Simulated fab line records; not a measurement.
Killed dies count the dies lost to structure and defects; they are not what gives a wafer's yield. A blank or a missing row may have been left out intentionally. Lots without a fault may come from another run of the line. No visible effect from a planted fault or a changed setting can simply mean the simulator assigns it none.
Lot-split experiment | flow n5 finfet | 21 wafers read across 7 lots, on a route 1938 steps long

SPLIT DETAILS
At N5_BEOL_M6_ETCH_61 (etches SiARC in CF4, target depth 45.5 nm, time 75.8 s), the setting bias w was moved away from the recipe's 36 W on 6 of the 21 wafers read, by -17.1% to +14.1%. The other wafers ran this setting at the recipe's value.

The split's own step is where the reading is taken.

THE READING
rf vpp V, in V, at N5_BEOL_M6_ETCH_61 (etches SiARC in CF4, target depth 45.5 nm, time 75.8 s). A value of 184.3 V with a standard deviation of 1.3 V is what fault-free wafers of this fab line usually give.

wafer  | tool, chamber at the split | bias w as run, W | against the recipe | rf vpp V, V | against lot-mates on the recipe
L074.2 | rie diel-02, 2             | 36               | recipe             | 185.2       | -
L074.3 | rie diel-02, 0             | 36               | recipe             | 184.5       | -
L074.5 | rie diel-02, 2             | 36               | recipe             | 185.4       | -
L076.3 | rie diel-02, 2             | 36               | recipe             | 184.5       | -
L076.4 | rie diel-02, 2             | 36               | recipe             | 183.1       | -
L076.6 | rie diel-02, 0             | 36               | recipe             | 184.2       | -
L080.2 | rie diel-02, 2             | 36               | recipe             | 184.2       | -
L080.4 | rie diel-02, 0             | 34.29            | -4.7%              | 176.0       | -8.2
L080.6 | rie diel-02, 1             | 34.29            | -4.7%              | 178.6       | -5.6
L082.1 | rie diel-04, 0             | 41.07            | +14.1%             | 199.0       | +14.5
L082.2 | rie diel-04, 1             | 36               | recipe             | 184.5       | -
L082.5 | rie diel-04, 1             | 41.07            | +14.1%             | 200.7       | +16.2
L083.2 | rie diel-03, 1             | 36               | recipe             | 185.2       | -
L083.4 | rie diel-03, 3             | 36               | recipe             | 185.7       | -
L083.6 | rie diel-03, 2             | 36               | recipe             | 183.3       | -
L089.3 | rie diel-02, 3             | 29.86            | -17.1%             | 163.0       | -23.0
L089.4 | rie diel-02, 2             | 36               | recipe             | 186.0       | -
L089.5 | rie diel-02, 2             | 29.86            | -17.1%             | 163.4       | -22.6
L087.2 | rie diel-02, 0             | 36               | recipe             | 180.9       | -
L087.4 | rie diel-02, 1             | 36               | recipe             | 186.3       | -
L087.6 | rie diel-02, 3             | 36               | recipe             | 184.8       | -

FIT RESULTS
A straight line over all 21 wafers: rf vpp V changes by +1.19 V for each +1% of bias w; r = +0.99; the points scatter about the line by 1.4 V.
The same after taking each lot's own level away (the mean of its wafers on the recipe; 21 wafers): +1.24 V for each +1%; r = +0.99; scatter 1.4 V.
On that fit, the largest move of bias w shifts the reading by 21 V.
The span of the lots' own levels, 183.93 to 186.00 V, comes to 1.6 times the standard deviation stated above.
So the lot-to-lot level changes the slope little: the two slopes agree.
Check: for one of the wafers moved furthest among these (-17.1%), held out of the fit, the line's prediction against its lot-mates is -21 V. Against them it came out at -23 V.
Tool readings at the split's step, against how far the setting was moved: rf vpp V r = +0.99.

THESE WAFERS: OTHER SPLITS
Other splits were also applied to these wafers ahead of the reading. Each is held against what the fit with the lots' levels taken away leaves over:
other split on the same wafers   | wafers away from the commonest value | r with rf vpp V (lot level and that fit taken away)
N5_BEOL_M1_ETCH_70 time s        | 7                                    | -0.02
N5_BEOL_M1_TRENCH_ETCH_37 time s | 8                                    | -0.27
N5_BEOL_M2_TRENCH_ETCH_37 bias w | 9                                    | +0.27
N5_BEOL_M3_ETCH_64 bias w        | 4                                    | -0.16
N5_BEOL_M4_DESCUM_33 time s      | 8                                    | -0.22
N5_BEOL_M5_COAT_05 spin rpm      | 10                                   | -0.44

THE FILE'S OWN FIT
rf vpp V changes by +1.25 V for each +1% of bias w, r = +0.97.
